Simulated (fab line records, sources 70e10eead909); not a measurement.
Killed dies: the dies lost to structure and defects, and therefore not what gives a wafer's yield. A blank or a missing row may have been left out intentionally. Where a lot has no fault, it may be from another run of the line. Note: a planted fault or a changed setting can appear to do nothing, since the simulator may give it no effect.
A struck lot beside a sound one    flow nand_harc    15 steps out of a route of 1302
Sound: these wafers, L347.1, L347.4, L347.5. Wafers struck: L335.5, L335.6. The cause is given at the end.
For every step that has rows: the tool of each side, followed by ch and its chambers, followed by its first start. Under that, the readings that differ: sound wafers    struck wafers    difference of the means    sigmas: that difference in standard deviations of wafers without a fault.
alike: same words and numbers on both sides, and readings whose means sit less than 2 such deviations apart. not compared: any withheld reading, any reading some wafer has no value for, any bound like >300 that may hide the same value, and any number with overlapping values for which the record gives no deviation.
Wherever a step has rows on one side only, a row that says differs or no value, or a row with sigmas, the two part there. Numbers that don't overlap but have no deviation are shown without sigmas and don't part them. A reading missing from all wafers of one side parts the sides only when that side holds two or more wafers.

NHARC_A_M0_OVL_MEAS_10: pitch 160 nm.
  sound on overlay-02 at day 31 18:51; struck on overlay-02 at day 26 22:36
  alike: overlay_x_nm, overlay_y_nm
NHARC_A_M0_INSPECT_11:
  sound on defect_inspect-02 at day 31 18:53; struck on defect_inspect-01 at day 26 22:38
  alike: raw_defect_count
then, 1 step without rows for these wafers: NHARC_A_M0_DESCUM_14 (chemistry O2, time 3 s).
NHARC_A_M0_ETCH_34: etches the open film in N2/H2, target depth 40 nm, overetch 12 nm, time 43.94 s.
  sound on rie_diel-08 ch 0,2, day 31 19:02; struck on rie_diel-11 ch 0,3, day 26 22:49
reading                          sound              struck       difference  sigmas
rf_vpp_V (V)                     433.2 432.3 435.3  431.1 428.5  -3.8        -2
showerhead_plenum_p_Torr (Torr)  2.18 2.14 2.18     2.03 1.98    -0.16       -3
  alike: drypump_motor_current_A, oes_product_au, throttle_valve_pct
  not compared: rf_hours_counter_h
then, 1 step without rows for these wafers: NHARC_A_M0_ETCH_15 (etches the open film in C4F8/Ar, target depth 150 nm, overetch 15 nm, time 82.5 s).
NHARC_A_M0_CD_MEAS_16:
  sound on cd_sem-03 at day 31 19:15; struck on cd_sem-03 at day 26 23:01
reading     sound           struck     difference  sigmas
cd_nm (nm)  78.4 78.8 78.1  81.2 81.0  +2.7        +3
NHARC_A_M0_STRIP_18: strips in N2/H2.
  sound on rie_diel-09 ch 1,3, day 31 19:20; struck on rie_diel-08 ch 2,3, day 26 23:11
  alike: drypump_motor_current_A, oes_product_au, rf_vpp_V, showerhead_plenum_p_Torr, throttle_valve_pct
  not compared: rf_hours_counter_h
then, 1 step without rows for these wafers: NHARC_A_M0_STRIP_19 (strips in post etch residue remover, time 600 s).
NHARC_A_M0_DEGAS_28: time 60 s.
  sound on pvd_sputter-01 at day 31 19:53; struck on pvd_sputter-02 at day 26 23:42
  alike: heater_power_w
NHARC_A_M0_PRE_CLEAN_29: time 30 s.
  sound on pvd_sputter-01; struck on pvd_sputter-02
reading             sound        struck   difference  sigmas
heater_power_w (W)  423 455 429  375 338  -79         -2
then, 1 step without rows for these wafers: NHARC_A_M0_PVD_20 (deposits TaN, target thk 5 nm, time 8.06 s).
NHARC_A_M0_PVD_21: deposits Cu, target thk 30 nm, time 20.49 s.
  sound on pvd_sputter-01; struck on pvd_sputter-02
  alike: throttle_valve_pct
NHARC_A_M0_ECD_22: material Cu, target thk 400 nm.
  sound on ecd_cu-01 ch 0,1, day 31 20:15; struck on ecd_cu-01 ch 0,1, day 27 00:14
then, 1 step without rows for these wafers: NHARC_A_M0_ANNEAL_30 (time 90 s).
NHARC_A_M0_CMP_23: polishes, t overpolish 20 s, target thk 113.75 nm.
  sound on cmp-04 ch 1,2, day 31 20:59; struck on cmp-01 ch 2,3, day 27 00:52
reading                 sound           struck    difference  sigmas
time_to_endpoint_s (s)  34.0 31.0 32.0  12.8 9.3  -21.3       -8
  alike: motor_current_A, slurry_filter_dp_kPa

== WHERE THEY PART ==
At NHARC_A_M0_ETCH_34 first; at NHARC_A_M0_CMP_23 last (within this record only).

WHY: whatever the simulator had introduced
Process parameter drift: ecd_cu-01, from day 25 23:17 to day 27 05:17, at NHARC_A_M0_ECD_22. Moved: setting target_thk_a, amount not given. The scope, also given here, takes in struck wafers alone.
